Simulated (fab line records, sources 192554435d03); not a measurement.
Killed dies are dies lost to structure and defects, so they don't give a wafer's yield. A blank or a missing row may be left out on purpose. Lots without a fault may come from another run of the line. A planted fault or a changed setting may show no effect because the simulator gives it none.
Chamber matching | flow n5_finfet | N5_BEOL_M1_ETCH_74 on rie_diel-02: 4 sister chambers
The step etches underlayer in N2/H2, target depth 6.5 nm, time 5.2 s. 4 wafers are shown with their chamber, then 7 later ones without.

WAFERS WITH THEIR CHAMBER
wafer  | chamber | showerhead_plenum_p_Torr (Torr)
L083.2 | 0       | 2.62
L084.1 | 2       | 2.45
L086.1 | 1       | 2.71
L086.5 | 3       | 2.59

WAFERS WITHOUT THEIR CHAMBER
wafer  | showerhead_plenum_p_Torr (Torr)
L086.6 | 2.71
L089.2 | 2.58
L089.3 | 2.71
L089.6 | 2.44
L091.1 | 2.62
L091.2 | 2.58
L091.6 | 2.58

WHICH CHAMBER EACH WENT THROUGH
wafer  | from the rows above | in truth
L086.6 | 1                   | 1
L089.2 | 3                   | 3
L089.3 | 1                   | 1
L089.6 | 2                   | 2
L091.1 | 0                   | 0
L091.2 | 3                   | 3
L091.6 | 3                   | 3
Placed correctly: 7 of 7. Can't be placed from these rows: 0. Placed wrongly: 0.
How it was worked out, from the rows above alone: a wafer's distance from a chamber is the root of the sum, over the readings, of the square of ((its reading less the chamber's mean) divided by the reading's scatter). The wafer belongs to the nearest chamber; if the next one is less than 2 further off, it can't be placed. A chamber's mean is the mean of its shown wafers. The scatter: with one shown wafer a chamber, the root of the mean of the squares of how far each hidden wafer lies from its nearest shown one.
